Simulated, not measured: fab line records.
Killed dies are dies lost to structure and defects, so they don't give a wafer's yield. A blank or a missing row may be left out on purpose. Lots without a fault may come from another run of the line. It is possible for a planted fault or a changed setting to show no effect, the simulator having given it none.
Which tool is to blame?    flow n5_finfet    27 wafers from 9 lots sampled at 6 of the route's 1938 steps

== WHAT THE GAUGES READ, wafer by wafer ==
N5_HKMG_FIN_THK_MEAS_70: measures by xrf. Usual: HK_THK gives 1.583 nm (standard deviation 0.017).
lot   measured     on             HK_THK (nm)        flag
L199  day 4 08:31  film_metro-01  1.581 1.563 1.568  
L201  day 4 15:47  film_metro-01  1.565 1.579 1.586  
L203  day 5 04:45  film_metro-01  1.577 1.590 1.597  
L205  day 5 17:14  film_metro-01  1.583 1.599 1.590  
L206  day 5 23:10  film_metro-01  1.577 1.578 1.574  
L209  day 6 17:24  film_metro-01  1.569 1.590 1.572  
L214  day 7 22:22  film_metro-01  1.585 1.586 1.582  
L216  day 8 10:55  film_metro-01  1.554 1.571 1.572  
L218  day 9 00:49  film_metro-01  1.587 1.579 1.582  

N5_HKMG_FIN_CD_MEAS_12: the cd target is 92.8 nm. Usual: cd_nm reads 92.7 nm (standard deviation 0.51).
lot   measured     on         cd_nm (nm)      flag
L199  day 4 09:16  cd_sem-02  92.6 93.2 92.2  
L201  day 4 16:32  cd_sem-02  92.9 93.3 92.8  
L203  day 5 05:29  cd_sem-02  93.7 92.5 93.0  
L205  day 5 18:20  cd_sem-02  92.5 92.4 92.6  
L206  day 5 23:55  cd_sem-01  93.4 93.5 92.5  
L209  day 6 18:16  cd_sem-02  92.4 92.3 91.4  
L214  day 7 23:14  cd_sem-02  93.2 93.9 93.1  
L216  day 8 11:48  cd_sem-02  93.4 93.2 93.7  
L218  day 9 01:34  cd_sem-01  93.5 92.3 93.2  

N5_HKMG_FIN_INSPECT_14: inspects for defects (macro). Usual: raw_defect_count reads 2.3 (standard deviation 1.4).
lot   measured     on                 raw_defect_count  flag
L199  day 4 09:19  defect_inspect-01  0 1 3             
L201  day 4 16:35  defect_inspect-02  4 3 0             
L203  day 5 05:33  defect_inspect-02  3 2 5             
L205  day 5 18:23  defect_inspect-02  6 4 2             
L206  day 5 23:58  defect_inspect-02  1 5 0             
L209  day 6 18:20  defect_inspect-01  >300 1 1          
L214  day 7 23:17  defect_inspect-02  1 0 3             
L216  day 8 11:51  defect_inspect-01  5 0 2             
L218  day 9 01:38  defect_inspect-01  3 1 1             

N5_BEOL_M4_RC_MEAS_101. Usual: DIBL_N 36.3 mV/V, standard deviation 1.2; DIBL_P 36.3 mV/V, standard deviation 1.4; IOFF_N 0.157 nA/um, standard deviation 0.02; IOFF_P 0.22 nA/um, standard deviation 0.033; ION_N 675 uA/um, standard deviation 9.6; ION_P 465 uA/um, standard deviation 8.2; SS_N 71.4 mV/dec, standard deviation 0.45; SS_P 73.3 mV/dec, standard deviation 0.54; VT_N 249.8 mV, standard deviation 2.5; VT_P -249 mV, standard deviation 3.2.
lot   measured      on         DIBL_N (mV/V)   DIBL_P (mV/V)   IOFF_N (nA/um)     IOFF_P (nA/um)  ION_N (uA/um)  ION_P (uA/um)  SS_N (mV/dec)   SS_P (mV/dec)   VT_N (mV)          VT_P (mV)       flag
L199  day 8 02:21   prober-01  37.2 36.6 35.3  38.5 37.3 36.4  0.169 0.150 0.137  0.23 0.21 0.20  681 676 661    466 467 457    71.4 71.6 71.5  72.8 72.7 73.0  246.2 249.8 251.9  -249 -251 -252  
L201  day 8 19:53   prober-01  34.6 35.1 35.3  34.8 34.9 35.1  0.128 0.132 0.137  0.16 0.17 0.17  665 662 668    455 453 455    71.2 71.7 71.2  72.0 72.3 71.9  251.3 251.7 253.9  -256 -253 -254  
L203  day 9 17:05   prober-01  36.7 36.6 36.4  36.7 36.2 36.4  0.185 0.163 0.179  0.25 0.23 0.25  695 679 695    475 466 477    72.2 71.9 71.0  73.9 72.6 72.6  247.5 250.2 246.5  -249 -249 -246  
L205  day 10 18:52  prober-01  36.2 37.5 36.2  35.5 37.2 35.9  0.137 0.155 0.140  0.18 0.21 0.18  668 684 673    456 468 459    71.4 71.9 71.1  73.1 73.3 72.8  252.1 253.2 251.5  -252 -252 -253  
L206  day 10 18:29  prober-02  37.6 35.8 35.3  37.5 34.8 34.3  0.184 0.135 0.135  0.22 0.17 0.17  686 662 664    470 449 458    71.3 71.1 71.0  73.1 72.5 72.0  244.6 250.2 251.1  -247 -251 -251  
L209  day 11 11:13  prober-02  37.4 36.9 37.3  35.5 35.0 35.6  0.168 0.162 0.174  0.23 0.21 0.23  683 680 682    466 466 465    70.9 71.2 71.6  73.8 73.2 73.8  249.0 248.9 250.0  -249 -247 -247  
L214  day 12 20:43  prober-02  36.3 37.1 37.9  36.0 36.6 38.3  0.133 0.149 0.163  0.20 0.21 0.24  666 677 686    461 464 477    71.5 71.6 71.9  72.2 72.6 74.0  254.8 251.3 249.4  -251 -247 -248  
L216  day 13 11:38  prober-02  35.0 35.3 34.5  35.0 35.0 33.3  0.143 0.149 0.137  0.25 0.23 0.21  674 677 687    464 472 473    72.2 71.7 71.4  73.6 73.6 73.2  251.8 252.1 250.9  -248 -247 -248  
L218  day 13 12:34  prober-02  35.0 35.4 34.6  35.5 36.4 35.6  0.126 0.127 0.115  0.18 0.19 0.18  653 661 658    459 460 459    70.5 71.3 70.8  72.8 73.2 73.1  254.0 254.7 254.7  -251 -251 -252  

== WHAT TOOL EACH LOT RAN ON (gives the tool, then ch and the chambers of the sampled wafers, and finally the start) ==
lot   N5_HKMG_FIN_WET_ETCH_82             N5_HKMG_FIN_STRIP_92
L199  wet_bench-01 ch 1,3,5, day 4 08:11  rie_diel-01 ch 1,3, day 4 10:01
L201  wet_bench-01 ch 0,4,7, day 4 15:26  rie_diel-01 ch 1,2, day 4 17:15
L203  wet_bench-06 ch 1,2,4, day 5 04:25  rie_diel-06 ch 0,1,2, day 5 06:02
L205  wet_bench-06 ch 0,1,5, day 5 16:47  rie_diel-06 ch 0,2,3, day 5 18:59
L206  wet_bench-03 ch 0,4,5, day 5 22:49  rie_diel-03 ch 0,3, day 6 00:27
L209  wet_bench-01 ch 2,6,7, day 6 17:04  rie_diel-06 ch 0,2,3, day 6 18:49
L214  wet_bench-03 ch 0,4,6, day 7 22:01  rie_diel-01 ch 1,3, day 7 23:46
L216  wet_bench-06 ch 3,4,7, day 8 10:35  rie_diel-06 ch 1,3, day 8 12:26
L218  wet_bench-03 ch 5,6,7, day 9 00:29  rie_diel-06 ch 1,2, day 9 02:17
- N5_HKMG_FIN_WET_ETCH_82: etches La2O3 in dHCl, stops on HfO2, target depth 2 nm, rinse time 30 s.
- N5_HKMG_FIN_STRIP_92: strips SOC in N2/H2, time 20 s.

== AS READ BY THE TOOLS THEMSELVES (means over the sampled wafers that have a number; for cases with no such wafer, the mark the record gives instead) ==
N5_HKMG_FIN_STRIP_92. Usual: drypump_motor_current_A 5.8 A, standard deviation 0.4; oes_product_au 0.80 a.u., standard deviation 0.079; power_w 499.9 W, standard deviation 1.4; rf_vpp_V 54.3 V, standard deviation 0.86; showerhead_plenum_p_Torr 3.37 Torr, standard deviation 0.088; throttle_valve_pct 19.1 %, standard deviation 0.48.
lot   tool         drypump_motor_current_A (A)  oes_product_au (a.u.)  power_w (W)  rf_vpp_V (V)  showerhead_plenum_p_Torr (Torr)  throttle_valve_pct (%)  flag
L199  rie_diel-01  5.9                          0.74                   499.0        54.9          3.34                             18.6                    
L201  rie_diel-01  5.7                          0.83                   498.0        53.9          3.44                             18.9                    
L203  rie_diel-06  6.1                          0.81                   501.4        55.4          3.33                             19.1                    
L205  rie_diel-06  6.0                          0.80                   501.2        54.1          3.38                             18.9                    
L206  rie_diel-03  5.4                          0.71                   500.3        54.2          3.29                             19.2                    
L209  rie_diel-06  6.1                          0.79                   499.5        54.4          3.37                             18.9                    
L214  rie_diel-01  5.7                          0.87                   500.9        54.5          3.35                             18.5                    
L216  rie_diel-06  5.7                          0.84                   500.2        54.8          3.30                             19.3                    
L218  rie_diel-06  6.5                          0.77                   500.3        54.4          3.30                             19.2                    

== THE ANSWER, worked out from the rows above alone ==
Rule: a lot counts as off when the mean over its wafers that have a number is more than 3 standard deviations away from the usual mean. A lot without any number at a reading at which 4 lots or more have one is off too. All remaining lots with rows at the step are treated as sound. First the gauges in route order, then the tools' own readings, where a lot's mean is used as printed above. The first step at which some lot is off is used, and at that step the reading that is off furthest; a lot without a number counts as furthest.
Across all readings shown, no lot is off: no conclusion can be drawn from this.

== WHAT THE SIMULATOR HAD PUT IN ==
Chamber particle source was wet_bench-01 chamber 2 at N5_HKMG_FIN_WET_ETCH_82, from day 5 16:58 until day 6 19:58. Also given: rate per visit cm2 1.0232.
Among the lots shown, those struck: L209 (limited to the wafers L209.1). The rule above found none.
